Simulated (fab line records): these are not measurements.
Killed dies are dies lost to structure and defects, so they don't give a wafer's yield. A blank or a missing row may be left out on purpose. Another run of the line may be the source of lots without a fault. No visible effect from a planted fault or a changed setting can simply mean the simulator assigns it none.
fab line records	flow nandHarc
record: lots: 14	wafers: 38	lastDay: 27
route steps=1159 shown A_BLC@980 A_M0@1015 END@1159
lots with no fault: from the same line, run without faults
startH: hours from the record's opening day to when the first of the lot's shown wafers began	waitH: how many hours have passed since the lot's step before this one	" repeats the value in the row above	L1.1+2: several wafers, shown together as one row	- value missing, or start not given	* or withheld: withheld	< > ~ a bound
route shown NAME@n: NAME is a module with steps in the file, n the number in the route of the first one	usual: the fault-free wafers' mean and standard deviation	same: alike in all rows	chamber/n: place in a boat	sites: each site's reading	_std_site: the standard deviation of these	_edge_site: the outer-site mean with the inner-site mean subtracted	radiusMm: for every site, how far away it sits from the centre of the wafer	mask NAME#n: copy n	behind: the last tool/chamber to shape the wafer	hold: what put the lot on hold/how long, in hours/how the hold closed	device: names the non-switching transistor (n, p or np)	end of line: the route-end tests of the same wafers	step lacking rows: just its recipe	killed: dies lost to structure and defects at the first sort, not the wafer's yield	map: shows each die of a wafer: x if killed, . if not, _ if none is there
set.NAME: the setting the step ran with; set.NAME@STEP: the setting that earlier step ran with	model.NAME: the simulator's own value behind a step, which no gauge read
steps of the route over a sample of lots; a table a step, a row a wafer
services: from which hour (startH, from the record's first day; less than 0 if before it) a tool's chamber was out of use, for how many hours, and why
== steps ==
step: NHARC_A_BLC_ETCH_18
recipe: targetDepthA: 9100	c4f8FlowSccm: 20	o2FlowSccm: 10	arFlowSccm: withheld	rfW: 600	biasW: 1500	chemistry: C4F8/O2/Ar
usual: oesProductAu: 0.955/0.019	rfVppV: 980/6.2
lot.wafer	tool	chamber	startH	waitH	oesProductAu	rfHoursCounterH	rfVppV
L474.1	rieDiel-06	0	-	-	0.970	16	969
L474.5	"	1	"	"	0.961	-	987
L474.6	"	2	"	"	0.951	-	977
L475.2	rieDiel-08	0	-	-	0.972	11	976
L475.3	"	1	"	"	0.960	11	980
L475.6	"	2	"	"	0.950	-	987
L476.3	rieDiel-08	0	-	-	0.919	12	976
L476.4	"	1	"	"	0.934	11	980
L476.1	"	2	"	"	0.920	8	989
L477.1	rieDiel-08	0	-	-	0.916	12	977
L477.4	"	3	"	"	0.923	12	983
L477.6	"	0	"	"	0.920	-	976
L479.4	rieDiel-09	0	-	-	0.985	3	972
L479.6	"	0	"	"	0.982	-	970
L479.5	"	1	"	"	0.968	-	987
L478.1	rieDiel-06	3	-	-	0.957	3	987
L478.4	"	2	"	"	0.954	2	978
L478.5	"	3	"	"	0.963	-	986
L483.6	rieDiel-06	2	-	-	0.972	-	976
L482.6	rieDiel-08	1	-	-	0.966	-	979
L489.2	rieDiel-06	3	-	-	0.984	10	987
L489.3	"	0	"	"	0.958	10	968
L489.6	"	2	"	"	0.990	-	976
L490.1	rieDiel-08	0	-	-	0.952	5	976
L490.2	"	2	"	"	0.945	6	986
L490.5	"	0	"	"	0.954	-	976
L492.2	rieDiel-08	2	-	-	0.950	6	986
L492.5	"	2	"	"	0.953	-	986
L492.6	"	3	"	"	0.937	-	983
L493.2	rieDiel-06	3	-	-	0.981	13	985
L493.1	"	1	"	"	0.967	14	987
L493.5	"	3	"	"	0.986	-	986
L496.2	rieDiel-09	3	-	-	0.936	43	977
L496.6	"	0	"	"	0.933	-	969
L496.5	"	1	"	"	0.932	-	986
L495.1	rieDiel-06	3	-	-	0.929	14	987
L495.2	"	2	"	"	0.918	14	978
L495.6	"	3	"	"	0.932	-	986
step: NHARC_A_BLC_PRE_CLEAN_31
recipe: timeS: 15	biasV: 250	gas: Ar
lot.wafer	tool	chamber	startH	waitH
L474.1+5+6	pvdSputter-01	-	411.99	-
L475.2+3+6	pvdSputter-03	-	432.33	-
L476.1+4+3	pvdSputter-03	-	433.48	-
L477.1+4+6	pvdSputter-02	-	439.51	-
L479.4+6+5	pvdSputter-01	-	455.52	-
L478.1+4+5	pvdSputter-02	-	461.72	-
L483.6	pvdSputter-02	-	510.78	-
L482.6	pvdSputter-02	-	511.86	-
L489.2+3+6	pvdSputter-01	-	538.53	-
L490.1+2+5	pvdSputter-03	-	542.99	-
L492.2+5+6	pvdSputter-01	-	547.87	-
L493.1+2+5	pvdSputter-01	-	566.18	-
L496.2+6+5	pvdSputter-03	-	570.24	-
L495.2+1+6	pvdSputter-03	-	575.86	-
step: NHARC_A_BLC_PVD_32
recipe: targetThkA: 50	chamberPressurePa: 5	powerW: 5000	substrateTempC: 200	timeS: 17.7	material: Ti
usual: throttleValvePct: 29.8/0.8
lot.wafer	tool	chamber	startH	waitH	throttleValvePct
L474.1	pvdSputter-01	-	-	-	29.5
L474.6	"	-	"	"	30.4
L474.5	"	-	"	"	29.0
L475.2	pvdSputter-03	-	-	-	29.8
L475.3	"	-	"	"	30.7
L475.6	"	-	"	"	29.8
L476.4	pvdSputter-03	-	-	-	30.8
L476.1	"	-	"	"	29.7
L476.3	"	-	"	"	31.9
L477.1	pvdSputter-02	-	-	-	30.3
L477.4	"	-	"	"	31.2
L477.6	"	-	"	"	29.8
L479.4	pvdSputter-01	-	-	-	29.2
L479.6	"	-	"	"	27.9
L479.5	"	-	"	"	30.3
L478.1	pvdSputter-02	-	-	-	30.3
L478.4	"	-	"	"	31.1
L478.5	"	-	"	"	29.9
L483.6	pvdSputter-02	-	-	-	29.7
L482.6	pvdSputter-02	-	-	-	28.9
L489.3	pvdSputter-01	-	-	-	29.8
L489.2	"	-	"	"	29.0
L489.6	"	-	"	"	30.2
L490.1	pvdSputter-03	-	-	-	29.8
L490.2	"	-	"	"	30.5
L490.5	"	-	"	"	29.7
L492.2	pvdSputter-01	-	-	-	30.8
L492.6	"	-	"	"	30.4
L492.5	"	-	"	"	29.3
L493.2	pvdSputter-01	-	-	-	31.2
L493.1	"	-	"	"	29.9
L493.5	"	-	"	"	29.4
L496.2	pvdSputter-03	-	-	-	29.8
L496.5	"	-	"	"	29.8
L496.6	"	-	"	"	28.8
L495.2	pvdSputter-03	-	-	-	29.6
L495.1	"	-	"	"	29.0
L495.6	"	-	"	"	29.7
step: NHARC_A_M0_PVD_20
recipe: targetThkA: 50	biasV: 168.6	powerW: 15000	chamberPressurePa: 0.12	timeS: 8.06	substrateTempC: 50	material: TaN
usual: throttleValvePct: 29.8/0.72
lot.wafer	tool	chamber	startH	waitH	throttleValvePct
L474.1	pvdSputter-03	-	-	-	29.8
L474.5	"	-	"	"	29.8
L474.6	"	-	"	"	29.6
L475.3	pvdSputter-02	-	-	-	30.1
L475.2	"	-	"	"	29.0
L475.6	"	-	"	"	29.7
L476.3	pvdSputter-02	-	-	-	30.2
L476.1	"	-	"	"	30.6
L476.4	"	-	"	"	29.6
L477.1	pvdSputter-02	-	-	-	29.0
L477.4	"	-	"	"	30.9
L477.6	"	-	"	"	29.7
L479.4	pvdSputter-02	-	-	-	28.8
L479.5	"	-	"	"	31.1
L479.6	"	-	"	"	29.7
L478.1	pvdSputter-03	-	-	-	30.7
L478.4	"	-	"	"	29.7
L478.5	"	-	"	"	29.0
L483.6	pvdSputter-02	-	-	-	30.9
L482.6	pvdSputter-03	-	-	-	30.6
L489.2	pvdSputter-02	-	-	-	30.2
L489.3	"	-	"	"	28.9
L489.6	"	-	"	"	30.2
L490.2	pvdSputter-03	-	-	-	30.6
L490.1	"	-	"	"	29.6
L490.5	"	-	"	"	28.8
L492.2	pvdSputter-01	-	-	-	29.0
L492.6	"	-	"	"	31.1
L492.5	"	-	"	"	28.7
L493.1	pvdSputter-01	-	-	-	29.5
L493.2	"	-	"	"	29.1
L493.5	"	-	"	"	29.3
L496.2	pvdSputter-03	-	-	-	29.8
L496.5	"	-	"	"	30.6
L496.6	"	-	"	"	29.5
L495.2	pvdSputter-03	-	-	-	29.8
L495.1	"	-	"	"	28.9
L495.6	"	-	"	"	29.7
step: NHARC_END_SORT_01
recipe: tempC: 25
usual: killedAtArray: 28/11	killedAtOther: 0.9/1.2	killedAtPeriphery: 2.6/2.1	killedDies: 31/11	killedOpen: 3.1/1.7	killedShort: 1.9/1.3
same: grossDies: 677
lot.wafer	tool	chamber	startH	waitH	killedAtArray	killedAtOther	killedAtPeriphery	killedDies	killedOpen	killedShort
L474.1	prober-02	0	476.46	2.5	26	1	2	29	1	3
L474.5	prober-02	0	479.66	3.7	30	1	2	33	2	2
L474.6	prober-02	0	480.46	4.0	34	0	3	37	2	2
L476.1	prober-02	0	484.24	2.5	11	1	2	14	4	1
L476.3	prober-02	0	485.84	3.1	12	0	1	13	1	0
L476.4	prober-02	0	486.64	3.4	12	0	3	15	1	1
L477.1	prober-02	0	492.05	2.5	15	0	1	16	3	2
L477.4	prober-02	0	494.47	3.4	22	0	1	23	1	2
L477.6	prober-02	0	496.09	4.0	12	0	0	12	2	0
L475.2	prober-01	0	492.64	2.8	44	2	6	52	2	1
L475.3	prober-01	0	493.46	3.1	46	1	1	48	2	1
L475.6	prober-01	0	495.93	4.1	41	1	5	47	5	1
L483.6	prober-01	0	571.94	4.0	85	1	1	87	2	1
L482.6	prober-01	0	583.46	4.0	87	2	4	93	5	2
L489.2	prober-02	0	599.20	2.8	23	3	0	26	2	0
L489.3	prober-02	0	600.00	3.1	14	4	2	20	5	1
L489.6	prober-02	0	602.37	4.0	30	3	0	33	3	0
L490.1	prober-01	0	609.33	2.5	31	0	2	33	4	4
L490.2	prober-01	0	610.13	2.8	26	1	8	35	4	1
L490.5	prober-01	0	612.52	3.7	39	1	7	47	3	5
L493.1	prober-02	0	629.46	2.5	52	1	0	53	2	2
L493.2	prober-02	0	630.25	2.8	50	0	3	53	5	4
L493.5	prober-02	0	632.65	3.7	58	0	3	61	5	0
killed by level:class
L474.1 A_CHANNEL_HOLE_D1:chamberFilmFlake=11 A_SLIT:chamberFilmFlake=5 A_STAIRCASE:chamberFilmFlake=4 P_STI:chamberFilmFlake=2 A_ONON_D1:geometricParticle:short=1 A_CHANNEL_FILL_D1:geometricParticle:open=1 A_CHANNEL_FILL_D1:geometricParticle:short=1 A_CONTACT:geometricParticle:short=1
L474.5 A_CHANNEL_HOLE_D1:chamberFilmFlake=13 A_SLIT:chamberFilmFlake=9 A_STAIRCASE:chamberFilmFlake=2 A_CONTACT:chamberFilmFlake=2 A_ONON_D1:geometricParticle:open=1 A_CHANNEL_FILL_D1:geometricParticle:open=1 A_CHANNEL_FILL_D1:geometricParticle:short=1 A_BLC:geometricParticle:short=1
L474.6 A_CHANNEL_HOLE_D1:chamberFilmFlake=13 A_SLIT:chamberFilmFlake=9 A_STAIRCASE:chamberFilmFlake=6 A_CONTACT:chamberFilmFlake=4 A_CHANNEL_FILL_D1:geometricParticle:short=2 P_M0:geometricParticle:open=1 P_M1:geometricParticle:open=1 P_ZERO_WELL:chamberFilmFlake=1
L476.1 A_CONTACT:chamberFilmFlake=3 A_CHANNEL_HOLE_D1:chamberFilmFlake=2 A_SLIT:chamberFilmFlake=2 P_STI:geometricParticle:short=1 P_CONTACT:geometricParticle:open=1 A_ONON_D1:geometricParticle:open=1 A_CONTACT:geometricParticle:open=1 A_BLC:geometricParticle:open=1
L476.3 A_STAIRCASE:chamberFilmFlake=3 A_SLIT:chamberFilmFlake=3 A_CONTACT:chamberFilmFlake=3 A_CHANNEL_FILL_D1:geometricParticle:open=1 P_ZERO_WELL:chamberFilmFlake=1 A_SGD_CUT:chamberFilmFlake=1 A_WL_FILL:chamberFilmFlake=1
L476.4 A_CHANNEL_HOLE_D1:chamberFilmFlake=5 A_WL_FILL:chamberFilmFlake=3 P_STI:chamberFilmFlake=2 P_GATE:geometricParticle:short=1 A_M0:geometricParticle:open=1 A_STAIRCASE:chamberFilmFlake=1 A_SLIT:chamberFilmFlake=1 A_CONTACT:chamberFilmFlake=1
L477.1 A_SLIT:chamberFilmFlake=5 A_STAIRCASE:chamberFilmFlake=3 P_M1:geometricParticle:open=1 A_ONON_D1:geometricParticle:short=1 A_WL_FILL:geometricParticle:open=1 A_CONTACT:geometricParticle:short=1 A_M0:geometricParticle:open=1 A_CHANNEL_HOLE_D1:chamberFilmFlake=1
L475.2 A_CHANNEL_HOLE_D1:chamberFilmFlake=16 A_STAIRCASE:chamberFilmFlake=12 A_SLIT:chamberFilmFlake=11 P_STI:chamberFilmFlake=2 THIN_TSV:chamberFilmFlake=2 A_CONTACT:chamberFilmFlake=2 P_CONTACT:geometricParticle:open=1 P_M0:geometricParticle:open=1
L475.3 A_CHANNEL_HOLE_D1:chamberFilmFlake=18 A_STAIRCASE:chamberFilmFlake=10 A_SLIT:chamberFilmFlake=9 A_CONTACT:geometricParticle:open=2 A_BLC:chamberFilmFlake=2 A_CHANNEL_FILL_D1:chamberFilmFlake=2 A_CONTACT:chamberFilmFlake=2 A_WL_FILL:geometricParticle:short=1
L477.4 A_SLIT:chamberFilmFlake=9 A_STAIRCASE:chamberFilmFlake=3 A_WL_FILL:chamberFilmFlake=3 A_CONTACT:chamberFilmFlake=3 A_CHANNEL_HOLE_D1:chamberFilmFlake=2 P_M1:geometricParticle:short=1 A_M0:geometricParticle:open=1 A_M1:geometricParticle:short=1
L475.6 A_CHANNEL_HOLE_D1:chamberFilmFlake=17 A_STAIRCASE:chamberFilmFlake=8 A_SLIT:chamberFilmFlake=8 P_GATE:chamberFilmFlake=2 P_CONTACT:geometricParticle:open=1 P_M0:geometricParticle:open=1 A_CHANNEL_FILL_D1:geometricParticle:short=1 A_CHANNEL_FILL_D1:geometricParticle:open=1
L477.6 A_CHANNEL_HOLE_D1:chamberFilmFlake=3 A_SLIT:chamberFilmFlake=3 A_CONTACT:chamberFilmFlake=3 A_WL_FILL:geometricParticle:open=2 A_STAIRCASE:chamberFilmFlake=1
L483.6 A_BLC:unspecified=73 A_CHANNEL_HOLE_D1:chamberFilmFlake=4 A_CONTACT:chamberFilmFlake=3 A_CHANNEL_FILL_D1:geometricParticle:open=2 P_M0:geometricParticle:short=1 A_ZERO_WELL:chamberFilmFlake=1 A_STAIRCASE:chamberFilmFlake=1 A_WL_FILL:chamberFilmFlake=1
L482.6 A_BLC:unspecified=70 A_CHANNEL_HOLE_D1:chamberFilmFlake=5 A_CONTACT:chamberFilmFlake=4 P_M0:geometricParticle:open=2 A_ZERO_WELL:chamberFilmFlake=2 A_CHANNEL_FILL_D1:chamberFilmFlake=2 P_CONTACT:geometricParticle:open=1 A_SOURCE_PLATE:geometricParticle:open=1
L489.2 A_SLIT:chamberFilmFlake=12 A_CHANNEL_HOLE_D1:chamberFilmFlake=5 A_CONTACT:chamberFilmFlake=3 THIN_TSV:chamberFilmFlake=3 A_ONON_D1:geometricParticle:open=1 A_M0:geometricParticle:open=1 A_STAIRCASE:chamberFilmFlake=1
L489.3 A_SLIT:chamberFilmFlake=6 THIN_TSV:chamberFilmFlake=4 A_WL_FILL:geometricParticle:open=2 A_STAIRCASE:chamberFilmFlake=2 P_GATE:geometricParticle:open=1 A_CHANNEL_FILL_D1:geometricParticle:short=1 A_CHANNEL_FILL_D1:geometricParticle:open=1 A_CONTACT:geometricParticle:open=1
L489.6 A_SLIT:chamberFilmFlake=12 A_CHANNEL_HOLE_D1:chamberFilmFlake=7 A_CONTACT:chamberFilmFlake=6 THIN_TSV:chamberFilmFlake=3 A_BLC:geometricParticle:open=2 A_STAIRCASE:chamberFilmFlake=2 A_CONTACT:geometricParticle:open=1
L490.1 A_CHANNEL_HOLE_D1:chamberFilmFlake=20 A_ONON_D1:geometricParticle:short=3 P_STI:geometricParticle:open=1 A_SOURCE_PLATE:geometricParticle:open=1 A_CHANNEL_HOLE_D1:geometricParticle:short=1 A_SLIT:geometricParticle:open=1 A_CONTACT:geometricParticle:open=1 P_M2:chamberFilmFlake=1
L490.2 A_CHANNEL_HOLE_D1:chamberFilmFlake=18 P_M2:chamberFilmFlake=5 P_M1:chamberFilmFlake=3 A_ONON_D1:geometricParticle:short=1 A_SOURCE_PLATE:geometricParticle:open=1 A_CHANNEL_FILL_D1:geometricParticle:open=1 A_SGD_CUT:geometricParticle:open=1 A_CONTACT:geometricParticle:open=1
L490.5 A_CHANNEL_HOLE_D1:chamberFilmFlake=24 P_M2:chamberFilmFlake=5 A_ONON_D1:geometricParticle:short=3 A_M1:chamberFilmFlake=3 A_CHANNEL_FILL_D1:geometricParticle:open=2 P_M1:chamberFilmFlake=2 A_STAIRCASE:chamberFilmFlake=2 A_SOURCE_PLATE:geometricParticle:short=1
L493.1 A_CHANNEL_HOLE_D1:chamberFilmFlake=20 A_SLIT:chamberFilmFlake=13 A_CONTACT:chamberFilmFlake=10 A_STAIRCASE:chamberFilmFlake=3 A_ZERO_WELL:chamberFilmFlake=2 A_ONON_D1:geometricParticle:short=1 A_CHANNEL_FILL_D1:geometricParticle:open=1 A_SGD_CUT:geometricParticle:short=1
L493.2 A_CHANNEL_HOLE_D1:chamberFilmFlake=21 A_SLIT:chamberFilmFlake=12 A_CONTACT:chamberFilmFlake=5 A_STAIRCASE:chamberFilmFlake=4 A_ONON_D1:geometricParticle:short=2 A_CHANNEL_FILL_D1:geometricParticle:open=2 P_CONTACT:geometricParticle:open=1 P_M0:geometricParticle:open=1
L493.5 A_CHANNEL_HOLE_D1:chamberFilmFlake=22 A_SLIT:chamberFilmFlake=15 A_CONTACT:chamberFilmFlake=10 A_STAIRCASE:chamberFilmFlake=7 A_CONTACT:geometricParticle:open=2 P_ZERO_WELL:chamberFilmFlake=2 P_M1:geometricParticle:open=1 A_WL_FILL:geometricParticle:open=1
== services ==
tool	chamber	startH	hours	kind
pvdSputter-02	-	392.00	10.0	pm
rieDiel-08	2	401.72	3.4	repair
pvdSputter-03	-	404.00	3.0	repair
pvdSputter-01	-	404.17	4.2	repair
rieDiel-06	3	409.83	5.7	repair
rieDiel-08	0	414.21	6.2	repair
rieDiel-06	-	418.28	9.0	pm
rieDiel-09	-	431.29	9.0	pm
rieDiel-06	2	431.36	7.3	repair
rieDiel-06	-	455.40	0.5	repair
pvdSputter-03	-	458.06	10.0	pm
pvdSputter-01	-	463.54	1.1	repair
rieDiel-08	0	468.54	10.0	repair
rieDiel-08	-	478.86	9.0	pm
pvdSputter-03	-	491.92	1.0	repair
pvdSputter-03	-	497.98	1.0	repair
rieDiel-08	3	508.06	10.4	repair
pvdSputter-01	-	514.00	10.0	pm
rieDiel-09	0	514.20	3.6	repair
rieDiel-09	0	531.53	9.9	repair
pvdSputter-02	-	537.91	0.5	repair
pvdSputter-01	-	548.86	7.2	repair
pvdSputter-02	-	551.57	0.5	repair
rieDiel-09	2	556.48	4.2	repair
== key ==
firstSign: step: NHARC_END_SORT_01	reading: killedDies	direction: up	sigmas: 5.4	usual: 31	struck: 90
effect: step: NHARC_END_SORT_01	reading: killedAtArray	direction: up	sigmas: 5.4	usual: 28	struck: 86
moreKillsBornAt: NHARC_A_BLC_PRE_CLEAN_31@pvdSputter-02: 143
metAt NHARC_A_BLC_PRE_CLEAN_31
struckLots L482,L483
struckWafers L482.6,L483.6
testerLeftOut L482,L483
notActingAt NHARC_A_BLC_ETCH_18,NHARC_A_BLC_PVD_32,NHARC_A_M0_PVD_20
onsetBetween 461.72 510.78
fault: kind: chamberParticleSource	tool: pvdSputter-02	chamber: -	onsetH: 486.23	steps: NHARC_A_BLC_PRE_CLEAN_31	ratePerVisitCm2: 0.47267	endH: 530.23	scope: struckWafersOnly
testerLeftOut: of these lots the tester's yield and bins aren't shown, on N5 and GAA mostly nor the transistor test; their killed dies are dies lost to structure and defects alone, not to doping, threshold or leakage, so they don't give the yield
